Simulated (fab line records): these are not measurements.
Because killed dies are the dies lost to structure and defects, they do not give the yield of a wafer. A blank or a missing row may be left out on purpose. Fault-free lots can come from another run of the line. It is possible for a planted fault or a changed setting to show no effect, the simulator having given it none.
fab line records / flow nand-harc
record: lots: 6 wafers: 18 last-day: 26
route steps=1159 shown A_SOURCE_PLATE@418 A_ONON_D1@424 END@1159
lots untouched by any fault: they come from a run of this same line in which no faults occurred
start-h: start of the lot's first displayed wafer, in hours after the record's first day / wait-h: time in hours since the lot's previous step / " unchanged from the row above / L1.1+2: a single row standing in for several wafers / - either no value or no given start / * or withheld: withheld / < > ~ a bound
route shown NAME@n: NAME is a module with steps in the file, n the number in the route of the first one / usual: mean and standard deviation over wafers with no fault / same: alike in all rows / chamber/n: place in a boat / sites: per-site readings / _std_site: the values' standard deviation / _edge_site: the outer-site mean with the inner-site mean subtracted / radius-mm: for every site, how far away it sits from the centre of the wafer / mask NAME#n: copy n / behind: the most recent tool/chamber to have shaped the wafer / hold: reason for holding the lot/hours on hold/outcome of the hold / device: names the non-switching transistor (n, p or np) / end of line: at the end of the route, the tests of the same wafers / a step without rows: its recipe alone / killed: at the first sort, the dies lost to defects and structure; wafer yield is something else / map: shows each die of a wafer: x if killed, . if not, _ if none is there
set.NAME: the run value of the setting; set.NAME@STEP: its run value at that earlier step / model.NAME: the simulator's own value behind a step, which no gauge read
a table for each step, a row for each wafer; lots at some steps of the route
services: a tool's chamber out of use, with start hour (start-h, from the record's first day; less than 0 if before it), hours out, and reason
== steps ==
step: NHARC_A_SOURCE_PLATE_CVD_03
recipe: target-thk-a: 2000 temp-c: 620 pressure-mtorr: 200 time-s: 4000 material: poly-Si
step: NHARC_A_SOURCE_PLATE_ANNEAL_05
recipe: temp-c: 850 time-s: 1800
step: NHARC_A_SOURCE_PLATE_THK_MEAS_06
recipe: thk-meas-gauge: ellipsometry
usual: thk-nm: 199.6/2.5
lot.wafer=L172.4 tool=film-metro-01 chamber=- start-h=167.76 wait-h=0.4 thk-nm=203.6
lot.wafer=L172.5 tool=film-metro-01 chamber=- start-h=167.76 wait-h=0.4 thk-nm=201.8
lot.wafer=L172.6 tool=film-metro-01 chamber=- start-h=167.76 wait-h=0.4 thk-nm=203.7
lot.wafer=L177.4 tool=film-metro-01 chamber=- start-h=199.79 wait-h=0.4 thk-nm=195.5
lot.wafer=L177.5 tool=film-metro-01 chamber=- start-h=199.79 wait-h=0.4 thk-nm=195.4
lot.wafer=L177.6 tool=film-metro-01 chamber=- start-h=199.79 wait-h=0.4 thk-nm=195.2
lot.wafer=L181.1 tool=film-metro-01 chamber=- start-h=230.42 wait-h=0.4 thk-nm=199.0
lot.wafer=L181.4 tool=film-metro-01 chamber=- start-h=230.42 wait-h=0.4 thk-nm=198.5
lot.wafer=L181.6 tool=film-metro-01 chamber=- start-h=230.42 wait-h=0.4 thk-nm=198.9
lot.wafer=L180.1 tool=film-metro-01 chamber=- start-h=230.42 wait-h=0.4 thk-nm=202.6
lot.wafer=L180.2 tool=film-metro-01 chamber=- start-h=230.42 wait-h=0.4 thk-nm=201.4
lot.wafer=L180.3 tool=film-metro-01 chamber=- start-h=230.42 wait-h=0.4 thk-nm=201.7
lot.wafer=L184.1 tool=film-metro-02 chamber=- start-h=251.44 wait-h=0.4 thk-nm=201.2
lot.wafer=L184.4 tool=film-metro-02 chamber=- start-h=251.44 wait-h=0.4 thk-nm=198.8
lot.wafer=L184.6 tool=film-metro-02 chamber=- start-h=251.44 wait-h=0.4 thk-nm=201.0
lot.wafer=L192.1 tool=film-metro-02 chamber=- start-h=294.46 wait-h=0.4 thk-nm=199.1
lot.wafer=L192.4 tool=film-metro-02 chamber=- start-h=294.46 wait-h=0.4 thk-nm=200.2
lot.wafer=L192.5 tool=film-metro-02 chamber=- start-h=294.46 wait-h=0.4 thk-nm=199.6
step: NHARC_A_SOURCE_PLATE_INSPECT_08
usual: raw-defect-count: 55/19
lot.wafer=L172.4 tool=defect-inspect-01 chamber=- start-h=167.83 wait-h=0.0 raw-defect-count=67
lot.wafer=L172.5 tool=defect-inspect-01 chamber=- start-h=167.83 wait-h=0.0 raw-defect-count=50
lot.wafer=L172.6 tool=defect-inspect-01 chamber=- start-h=167.83 wait-h=0.0 raw-defect-count=54
lot.wafer=L177.4 tool=defect-inspect-02 chamber=- start-h=199.85 wait-h=0.0 raw-defect-count=89
lot.wafer=L177.5 tool=defect-inspect-02 chamber=- start-h=199.85 wait-h=0.0 raw-defect-count=69
lot.wafer=L177.6 tool=defect-inspect-02 chamber=- start-h=199.85 wait-h=0.0 raw-defect-count=43
lot.wafer=L181.1 tool=defect-inspect-01 chamber=- start-h=230.48 wait-h=0.0 raw-defect-count=37
lot.wafer=L181.4 tool=defect-inspect-01 chamber=- start-h=230.48 wait-h=0.0 raw-defect-count=62
lot.wafer=L181.6 tool=defect-inspect-01 chamber=- start-h=230.48 wait-h=0.0 raw-defect-count=69
lot.wafer=L180.1 tool=defect-inspect-01 chamber=- start-h=230.48 wait-h=0.0 raw-defect-count=47
lot.wafer=L180.2 tool=defect-inspect-01 chamber=- start-h=230.48 wait-h=0.0 raw-defect-count=73
lot.wafer=L180.3 tool=defect-inspect-01 chamber=- start-h=230.48 wait-h=0.0 raw-defect-count=33
lot.wafer=L184.1 tool=defect-inspect-02 chamber=- start-h=251.52 wait-h=0.0 raw-defect-count=59
lot.wafer=L184.4 tool=defect-inspect-02 chamber=- start-h=251.52 wait-h=0.0 raw-defect-count=66
lot.wafer=L184.6 tool=defect-inspect-02 chamber=- start-h=251.52 wait-h=0.0 raw-defect-count=83
lot.wafer=L192.1 tool=defect-inspect-01 chamber=- start-h=294.52 wait-h=0.0 raw-defect-count=53
lot.wafer=L192.4 tool=defect-inspect-01 chamber=- start-h=294.52 wait-h=0.0 raw-defect-count=85
lot.wafer=L192.5 tool=defect-inspect-01 chamber=- start-h=294.52 wait-h=0.0 raw-defect-count=86
step: NHARC_A_ONON_D1_DEP_00
recipe: target-thk-a: 10000 n2-flow-sccm: 2750 n2o-flow-sccm: 2000 nh3-flow-sccm: 500 sih4-flow-sccm: 210 temp-c: 400
step: NHARC_A_ONON_D1_THK_MEAS_02
recipe: thk-meas-gauge: ellipsometry
usual: thk-nm: 1001/9.5
lot.wafer=L172.4 tool=film-metro-01 chamber=- start-h=168.40 wait-h=- thk-nm=1007
lot.wafer=L172.5 tool=film-metro-01 chamber=- start-h=168.40 wait-h=- thk-nm=1006
lot.wafer=L172.6 tool=film-metro-01 chamber=- start-h=168.40 wait-h=- thk-nm=1006
lot.wafer=L177.4 tool=film-metro-01 chamber=- start-h=200.42 wait-h=- thk-nm=1002
lot.wafer=L177.5 tool=film-metro-01 chamber=- start-h=200.42 wait-h=- thk-nm=1001
lot.wafer=L177.6 tool=film-metro-01 chamber=- start-h=200.42 wait-h=- thk-nm=999
lot.wafer=L181.1 tool=film-metro-01 chamber=- start-h=231.06 wait-h=- thk-nm=1020
lot.wafer=L181.4 tool=film-metro-01 chamber=- start-h=231.06 wait-h=- thk-nm=1021
lot.wafer=L181.6 tool=film-metro-01 chamber=- start-h=231.06 wait-h=- thk-nm=1022
lot.wafer=L180.1 tool=film-metro-02 chamber=- start-h=231.06 wait-h=- thk-nm=1005
lot.wafer=L180.2 tool=film-metro-02 chamber=- start-h=231.06 wait-h=- thk-nm=1003
lot.wafer=L180.3 tool=film-metro-02 chamber=- start-h=231.06 wait-h=- thk-nm=1003
lot.wafer=L184.1 tool=film-metro-01 chamber=- start-h=252.09 wait-h=- thk-nm=1018
lot.wafer=L184.4 tool=film-metro-01 chamber=- start-h=252.09 wait-h=- thk-nm=1019
lot.wafer=L184.6 tool=film-metro-01 chamber=- start-h=252.09 wait-h=- thk-nm=1021
lot.wafer=L192.1 tool=film-metro-01 chamber=- start-h=295.10 wait-h=- thk-nm=1000
lot.wafer=L192.4 tool=film-metro-01 chamber=- start-h=295.10 wait-h=- thk-nm=1001
lot.wafer=L192.5 tool=film-metro-01 chamber=- start-h=295.10 wait-h=- thk-nm=1002
step: NHARC_A_ONON_D1_DEP_03
recipe: target-thk-a: 10000 n2-flow-sccm: 2750 n2o-flow-sccm: 2000 nh3-flow-sccm: 500 sih4-flow-sccm: 210 temp-c: 400
step: NHARC_A_ONON_D1_THK_MEAS_05
recipe: thk-meas-gauge: ellipsometry
usual: thk-nm: 1000/13
lot.wafer=L172.4 tool=film-metro-01 chamber=- start-h=168.97 wait-h=- thk-nm=985
lot.wafer=L172.5 tool=film-metro-01 chamber=- start-h=168.97 wait-h=- thk-nm=984
lot.wafer=L172.6 tool=film-metro-01 chamber=- start-h=168.97 wait-h=- thk-nm=986
lot.wafer=L177.4 tool=film-metro-01 chamber=- start-h=200.99 wait-h=- thk-nm=993
lot.wafer=L177.5 tool=film-metro-01 chamber=- start-h=200.99 wait-h=- thk-nm=993
lot.wafer=L177.6 tool=film-metro-01 chamber=- start-h=200.99 wait-h=- thk-nm=993
lot.wafer=L180.1 tool=film-metro-02 chamber=- start-h=231.63 wait-h=- thk-nm=975
lot.wafer=L180.2 tool=film-metro-02 chamber=- start-h=231.63 wait-h=- thk-nm=977
lot.wafer=L180.3 tool=film-metro-02 chamber=- start-h=231.63 wait-h=- thk-nm=975
lot.wafer=L181.1 tool=film-metro-01 chamber=- start-h=231.63 wait-h=- thk-nm=1008
lot.wafer=L181.4 tool=film-metro-01 chamber=- start-h=231.63 wait-h=- thk-nm=1008
lot.wafer=L181.6 tool=film-metro-01 chamber=- start-h=231.63 wait-h=- thk-nm=1008
lot.wafer=L184.1 tool=film-metro-02 chamber=- start-h=252.67 wait-h=- thk-nm=1008
lot.wafer=L184.4 tool=film-metro-02 chamber=- start-h=252.67 wait-h=- thk-nm=1007
lot.wafer=L184.6 tool=film-metro-02 chamber=- start-h=252.67 wait-h=- thk-nm=1008
lot.wafer=L192.1 tool=film-metro-01 chamber=- start-h=295.67 wait-h=- thk-nm=990
lot.wafer=L192.4 tool=film-metro-01 chamber=- start-h=295.67 wait-h=- thk-nm=988
lot.wafer=L192.5 tool=film-metro-01 chamber=- start-h=295.67 wait-h=- thk-nm=990
step: NHARC_A_ONON_D1_DEP_06
recipe: target-thk-a: 10000 n2-flow-sccm: 2750 n2o-flow-sccm: 2000 nh3-flow-sccm: 500 sih4-flow-sccm: 210 temp-c: 400
step: NHARC_A_ONON_D1_THK_MEAS_08
recipe: thk-meas-gauge: ellipsometry
usual: thk-nm: 998/9.7
lot.wafer=L172.4 tool=film-metro-02 chamber=- start-h=169.53 wait-h=- thk-nm=1011
lot.wafer=L172.5 tool=film-metro-02 chamber=- start-h=169.53 wait-h=- thk-nm=1011
lot.wafer=L172.6 tool=film-metro-02 chamber=- start-h=169.53 wait-h=- thk-nm=1012
lot.wafer=L177.4 tool=film-metro-02 chamber=- start-h=201.55 wait-h=- thk-nm=989
lot.wafer=L177.5 tool=film-metro-02 chamber=- start-h=201.55 wait-h=- thk-nm=988
lot.wafer=L177.6 tool=film-metro-02 chamber=- start-h=201.55 wait-h=- thk-nm=989
lot.wafer=L180.1 tool=film-metro-02 chamber=- start-h=232.20 wait-h=- thk-nm=1010
lot.wafer=L180.2 tool=film-metro-02 chamber=- start-h=232.20 wait-h=- thk-nm=1011
lot.wafer=L180.3 tool=film-metro-02 chamber=- start-h=232.20 wait-h=- thk-nm=1011
lot.wafer=L181.1 tool=film-metro-01 chamber=- start-h=232.20 wait-h=- thk-nm=1003
lot.wafer=L181.4 tool=film-metro-01 chamber=- start-h=232.20 wait-h=- thk-nm=1003
lot.wafer=L181.6 tool=film-metro-01 chamber=- start-h=232.20 wait-h=- thk-nm=1003
lot.wafer=L184.1 tool=film-metro-01 chamber=- start-h=253.26 wait-h=- thk-nm=989
lot.wafer=L184.4 tool=film-metro-01 chamber=- start-h=253.26 wait-h=- thk-nm=988
lot.wafer=L184.6 tool=film-metro-01 chamber=- start-h=253.26 wait-h=- thk-nm=989
lot.wafer=L192.1 tool=film-metro-01 chamber=- start-h=296.23 wait-h=- thk-nm=989
lot.wafer=L192.4 tool=film-metro-01 chamber=- start-h=296.23 wait-h=- thk-nm=988
lot.wafer=L192.5 tool=film-metro-01 chamber=- start-h=296.23 wait-h=- thk-nm=990
step: NHARC_A_ONON_D1_DEP_09
recipe: target-thk-a: 10000 n2-flow-sccm: 2750 n2o-flow-sccm: 2000 nh3-flow-sccm: 500 sih4-flow-sccm: 210 temp-c: 400
lot.wafer=L172.4+5+6 tool=pecvd-onon-04 chamber=0 start-h=169.76 wait-h=0.2
lot.wafer=L177.4+5+6 tool=pecvd-onon-04 chamber=0 start-h=201.78 wait-h=0.2
lot.wafer=L180.1+2+3 tool=pecvd-onon-02 chamber=0 start-h=232.25 wait-h=0.1
lot.wafer=L181.1+4+6 tool=pecvd-onon-04 chamber=0 start-h=232.26 wait-h=0.1
lot.wafer=L184.1+4+6 tool=pecvd-onon-04 chamber=0 start-h=253.31 wait-h=0.1
lot.wafer=L192.1+4+5 tool=pecvd-onon-03 chamber=0 start-h=296.29 wait-h=0.1
step: NHARC_A_ONON_D1_THK_MEAS_11
recipe: thk-meas-gauge: ellipsometry
usual: thk-nm: 1001/9.3
lot.wafer=L172.4 tool=film-metro-01 chamber=- start-h=170.09 wait-h=- thk-nm=1012
lot.wafer=L172.5 tool=film-metro-01 chamber=- start-h=170.09 wait-h=- thk-nm=1013
lot.wafer=L172.6 tool=film-metro-01 chamber=- start-h=170.09 wait-h=- thk-nm=1012
lot.wafer=L177.4 tool=film-metro-01 chamber=- start-h=202.12 wait-h=- thk-nm=984
lot.wafer=L177.5 tool=film-metro-01 chamber=- start-h=202.12 wait-h=- thk-nm=985
lot.wafer=L177.6 tool=film-metro-01 chamber=- start-h=202.12 wait-h=- thk-nm=985
lot.wafer=L180.1 tool=film-metro-01 chamber=- start-h=232.76 wait-h=- thk-nm=1010
lot.wafer=L180.2 tool=film-metro-01 chamber=- start-h=232.76 wait-h=- thk-nm=1008
lot.wafer=L180.3 tool=film-metro-01 chamber=- start-h=232.76 wait-h=- thk-nm=1009
lot.wafer=L181.1 tool=film-metro-02 chamber=- start-h=232.77 wait-h=- thk-nm=481
lot.wafer=L181.4 tool=film-metro-02 chamber=- start-h=232.77 wait-h=- thk-nm=479
lot.wafer=L181.6 tool=film-metro-02 chamber=- start-h=232.77 wait-h=- thk-nm=481
lot.wafer=L184.1 tool=film-metro-01 chamber=- start-h=253.83 wait-h=- thk-nm=464
lot.wafer=L184.4 tool=film-metro-01 chamber=- start-h=253.83 wait-h=- thk-nm=466
lot.wafer=L184.6 tool=film-metro-01 chamber=- start-h=253.83 wait-h=- thk-nm=466
lot.wafer=L192.1 tool=film-metro-01 chamber=- start-h=296.80 wait-h=- thk-nm=997
lot.wafer=L192.4 tool=film-metro-01 chamber=- start-h=296.80 wait-h=- thk-nm=996
lot.wafer=L192.5 tool=film-metro-01 chamber=- start-h=296.80 wait-h=- thk-nm=998
step: NHARC_A_ONON_D1_DEP_12
recipe: target-thk-a: 10000 n2-flow-sccm: 2750 n2o-flow-sccm: 2000 nh3-flow-sccm: 500 sih4-flow-sccm: 210 temp-c: 400
step: NHARC_END_SORT_01
recipe: temp-c: 25
usual: killed-at-array: 28/9.1 killed-at-other: 0.6/0.87 killed-at-periphery: 3.4/2.7 killed-dies: 32/9 killed-open: 3.2/1.9 killed-short: 2.0/1.3
same: gross-dies: 677
lot.wafer=L172.4 tool=prober-02 chamber=0 start-h=462.25 wait-h=3.4 killed-at-array=5 killed-at-other=1 killed-at-periphery=2 killed-dies=8 killed-open=1 killed-short=0
lot.wafer=L172.5 tool=prober-02 chamber=0 start-h=463.05 wait-h=3.7 killed-at-array=15 killed-at-other=0 killed-at-periphery=1 killed-dies=16 killed-open=4 killed-short=5
lot.wafer=L172.6 tool=prober-02 chamber=0 start-h=463.84 wait-h=4.0 killed-at-array=14 killed-at-other=0 killed-at-periphery=0 killed-dies=14 killed-open=3 killed-short=7
lot.wafer=L181.1 tool=prober-02 chamber=0 start-h=525.51 wait-h=2.5 killed-at-array=676 killed-at-other=0 killed-at-periphery=1 killed-dies=677 killed-open=3 killed-short=2
lot.wafer=L181.4 tool=prober-02 chamber=0 start-h=527.92 wait-h=3.4 killed-at-array=675 killed-at-other=0 killed-at-periphery=2 killed-dies=677 killed-open=5 killed-short=2
lot.wafer=L181.6 tool=prober-02 chamber=0 start-h=529.53 wait-h=4.0 killed-at-array=674 killed-at-other=1 killed-at-periphery=2 killed-dies=677 killed-open=6 killed-short=1
lot.wafer=L180.1 tool=prober-02 chamber=0 start-h=541.07 wait-h=2.5 killed-at-array=40 killed-at-other=0 killed-at-periphery=5 killed-dies=45 killed-open=5 killed-short=0
lot.wafer=L180.2 tool=prober-02 chamber=0 start-h=541.88 wait-h=2.8 killed-at-array=38 killed-at-other=0 killed-at-periphery=3 killed-dies=41 killed-open=5 killed-short=2
lot.wafer=L180.3 tool=prober-02 chamber=0 start-h=542.69 wait-h=3.1 killed-at-array=40 killed-at-other=1 killed-at-periphery=1 killed-dies=42 killed-open=3 killed-short=4
lot.wafer=L184.1 tool=prober-02 chamber=0 start-h=556.80 wait-h=2.5 killed-at-array=666 killed-at-other=0 killed-at-periphery=11 killed-dies=677 killed-open=3 killed-short=2
lot.wafer=L184.4 tool=prober-02 chamber=0 start-h=559.17 wait-h=3.4 killed-at-array=662 killed-at-other=3 killed-at-periphery=12 killed-dies=677 killed-open=2 killed-short=2
lot.wafer=L184.6 tool=prober-02 chamber=0 start-h=560.76 wait-h=4.0 killed-at-array=667 killed-at-other=2 killed-at-periphery=8 killed-dies=677 killed-open=2 killed-short=4
killed by level:class
L172.4 A_M0:geometric-particle:open=1 P_STI:chamber-film-flake=1 P_GATE:chamber-film-flake=1 A_CHANNEL_HOLE_D1:chamber-film-flake=1 A_CHANNEL_FILL_D1:chamber-film-flake=1 A_STAIRCASE:chamber-film-flake=1 A_CONTACT:chamber-film-flake=1 HYBRID_BOND:latent=1
L172.5 A_WL_FILL:geometric-particle:short=3 A_CHANNEL_HOLE_D1:chamber-film-flake=3 A_CHANNEL_FILL_D1:geometric-particle:short=2 A_ZERO_WELL:chamber-film-flake=2 P_M0:geometric-particle:open=1 A_ONON_D1:geometric-particle:open=1 A_CONTACT:geometric-particle:open=1 A_M1:geometric-particle:open=1
L172.6 A_ONON_D1:geometric-particle:short=3 A_CHANNEL_FILL_D1:geometric-particle:short=2 A_CONTACT:geometric-particle:open=2 A_CHANNEL_HOLE_D1:chamber-film-flake=2 A_CHANNEL_FILL_D1:geometric-particle:open=1 A_WL_FILL:geometric-particle:short=1 A_CONTACT:geometric-particle:short=1 A_STAIRCASE:chamber-film-flake=1
L181.1 A_ONON_D1:area-dep=650 A_SLIT:chamber-film-flake=11 A_CHANNEL_HOLE_D1:chamber-film-flake=5 A_STAIRCASE:chamber-film-flake=5 P_GATE:geometric-particle:open=1 A_CHANNEL_FILL_D1:geometric-particle:short=1 A_CHANNEL_FILL_D1:geometric-particle:open=1 A_STAIRCASE:geometric-particle:short=1
L181.4 A_ONON_D1:area-dep=641 A_SLIT:chamber-film-flake=22 A_CHANNEL_HOLE_D1:chamber-film-flake=3 A_M0:geometric-particle:open=2 P_M0:geometric-particle:open=1 A_ONON_D1:geometric-particle:open=1 A_WL_FILL:geometric-particle:short=1 A_BLC:geometric-particle:open=1
L181.6 A_ONON_D1:area-dep=646 A_SLIT:chamber-film-flake=13 A_CHANNEL_HOLE_D1:chamber-film-flake=5 A_CONTACT:geometric-particle:open=4 A_STAIRCASE:chamber-film-flake=2 P_M0:geometric-particle:open=1 A_ONON_D1:geometric-particle:short=1 A_M1:geometric-particle:open=1
L180.1 A_CHANNEL_HOLE_D1:chamber-film-flake=14 A_SLIT:chamber-film-flake=14 A_CONTACT:chamber-film-flake=5 A_STAIRCASE:chamber-film-flake=3 P_GATE:geometric-particle:open=1 P_CONTACT:geometric-particle:open=1 P_M0:geometric-particle:open=1 A_CONTACT:geometric-particle:open=1
L180.2 A_SLIT:chamber-film-flake=11 A_CHANNEL_HOLE_D1:chamber-film-flake=9 A_STAIRCASE:chamber-film-flake=4 A_SGD_CUT:chamber-film-flake=4 A_CONTACT:chamber-film-flake=4 A_M0:geometric-particle:open=2 P_ZERO_WELL:chamber-film-flake=2 P_M1:geometric-particle:open=1
L180.3 A_SLIT:chamber-film-flake=16 A_CHANNEL_HOLE_D1:chamber-film-flake=12 A_CONTACT:chamber-film-flake=2 A_ONON_D1:geometric-particle:short=1 A_CHANNEL_FILL_D1:geometric-particle:short=1 A_SGD_CUT:geometric-particle:short=1 A_CONTACT:geometric-particle:open=1 A_CONTACT:geometric-particle:short=1
L184.1 A_ONON_D1:area-dep=645 A_CONTACT:chamber-film-flake=7 P_M0:chamber-film-flake=5 A_CHANNEL_HOLE_D1:chamber-film-flake=4 A_STAIRCASE:chamber-film-flake=4 A_WL_FILL:geometric-particle:short=2 P_STI:chamber-film-flake=2 A_ZERO_WELL:chamber-film-flake=2
L184.4 A_ONON_D1:area-dep=643 A_CHANNEL_HOLE_D1:chamber-film-flake=9 P_M0:chamber-film-flake=5 A_CONTACT:chamber-film-flake=4 P_GATE:chamber-film-flake=3 A_STAIRCASE:chamber-film-flake=3 THIN_TSV:chamber-film-flake=3 P_M2:geometric-particle:short=1
L184.6 A_ONON_D1:area-dep=650 A_CHANNEL_HOLE_D1:chamber-film-flake=5 A_CONTACT:chamber-film-flake=5 P_M0:chamber-film-flake=4 P_BONDPAD:chamber-film-flake=2 A_ONON_D1:geometric-particle:short=1 A_CHANNEL_HOLE_D1:geometric-particle:short=1 A_CHANNEL_FILL_D1:geometric-particle:short=1
map L181.1 (x killed, . not)
____________x____________
_________xxxxxxx_________
_______xxxxxxxxxxx_______
______xxxxxxxxxxxxx______
_____xxxxxxxxxxxxxxx_____
____xxxxxxxxxxxxxxxxx____
____xxxxxxxxxxxxxxxxx____
___xxxxxxxxxxxxxxxxxxx___
___xxxxxxxxxxxxxxxxxxx___
__xxxxxxxxxxxxxxxxxxxxx__
__xxxxxxxxxxxxxxxxxxxxx__
_xxxxxxxxxxxxxxxxxxxxxxx_
_xxxxxxxxxxxxxxxxxxxxxxx_
_xxxxxxxxxxxxxxxxxxxxxxx_
_xxxxxxxxxxxxxxxxxxxxxxx_
_xxxxxxxxxxxxxxxxxxxxxxx_
xxxxxxxxxxxxxxxxxxxxxxxxx
xxxxxxxxxxxxxxxxxxxxxxxxx
xxxxxxxxxxxxxxxxxxxxxxxxx
xxxxxxxxxxxxxxxxxxxxxxxxx
xxxxxxxxxxxxxxxxxxxxxxxxx
_xxxxxxxxxxxxxxxxxxxxxxx_
_xxxxxxxxxxxxxxxxxxxxxxx_
_xxxxxxxxxxxxxxxxxxxxxxx_
_xxxxxxxxxxxxxxxxxxxxxxx_
_xxxxxxxxxxxxxxxxxxxxxxx_
__xxxxxxxxxxxxxxxxxxxxx__
__xxxxxxxxxxxxxxxxxxxxx__
___xxxxxxxxxxxxxxxxxxx___
___xxxxxxxxxxxxxxxxxxx___
____xxxxxxxxxxxxxxxxx____
____xxxxxxxxxxxxxxxxx____
_____xxxxxxxxxxxxxxx_____
______xxxxxxxxxxxxx______
_______xxxxxxxxxxx_______
_________xxxxxxx_________
____________x____________
map L184.1 (x killed, . not)
____________x____________
_________xxxxxxx_________
_______xxxxxxxxxxx_______
______xxxxxxxxxxxxx______
_____xxxxxxxxxxxxxxx_____
____xxxxxxxxxxxxxxxxx____
____xxxxxxxxxxxxxxxxx____
___xxxxxxxxxxxxxxxxxxx___
___xxxxxxxxxxxxxxxxxxx___
__xxxxxxxxxxxxxxxxxxxxx__
__xxxxxxxxxxxxxxxxxxxxx__
_xxxxxxxxxxxxxxxxxxxxxxx_
_xxxxxxxxxxxxxxxxxxxxxxx_
_xxxxxxxxxxxxxxxxxxxxxxx_
_xxxxxxxxxxxxxxxxxxxxxxx_
_xxxxxxxxxxxxxxxxxxxxxxx_
xxxxxxxxxxxxxxxxxxxxxxxxx
xxxxxxxxxxxxxxxxxxxxxxxxx
xxxxxxxxxxxxxxxxxxxxxxxxx
xxxxxxxxxxxxxxxxxxxxxxxxx
xxxxxxxxxxxxxxxxxxxxxxxxx
_xxxxxxxxxxxxxxxxxxxxxxx_
_xxxxxxxxxxxxxxxxxxxxxxx_
_xxxxxxxxxxxxxxxxxxxxxxx_
_xxxxxxxxxxxxxxxxxxxxxxx_
_xxxxxxxxxxxxxxxxxxxxxxx_
__xxxxxxxxxxxxxxxxxxxxx__
__xxxxxxxxxxxxxxxxxxxxx__
___xxxxxxxxxxxxxxxxxxx___
___xxxxxxxxxxxxxxxxxxx___
____xxxxxxxxxxxxxxxxx____
____xxxxxxxxxxxxxxxxx____
_____xxxxxxxxxxxxxxx_____
______xxxxxxxxxxxxx______
_______xxxxxxxxxxx_______
_________xxxxxxx_________
____________x____________
== services ==
tool=pecvd-onon-03 chamber=- start-h=153.00 hours=13.0 kind=pm
tool=pecvd-onon-04 chamber=- start-h=237.09 hours=13.0 kind=pm
tool=pecvd-onon-02 chamber=- start-h=292.17 hours=13.0 kind=pm
== key ==
first-sign: step: NHARC_A_ONON_D1_THK_MEAS_11 reading: thk-nm direction: down sigmas: 57 usual: 1001 struck: 473
effect: step: NHARC_END_SORT_01 reading: killed-dies direction: up sigmas: 72 usual: 32 struck: 677
more-kills-born-at: NHARC_A_ONON_D1_DEP_09@pecvd-onon-04: 3875
met-at NHARC_A_ONON_D1_DEP_09
struck-wafers L181.1,L181.4,L181.6,L184.1,L184.4,L184.6
later-rows-left-out L181.1,L181.4,L181.6,L184.1,L184.4,L184.6
tester-left-out L181,L184
onset-between 201.78 232.26
fault: kind: process-parameter-drift tool: pecvd-onon-04 chamber: 0 onset-h: 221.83 steps: NHARC_A_ONON_D1_DEP_09 channel: target-thk-a offset: * shape: step end-h: 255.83 acts-in: * stated: *
tester-left-out: of these lots the tester's yield and bins aren't shown, on N5 and GAA mostly nor the transistor test; their killed dies are dies lost to structure and defects alone, not to doping, threshold or leakage, so they don't give the yield
later-rows-left-out: the simulator's readings of these wafers behind a module that went badly wrong aren't trusted and aren't shown, but for the sort
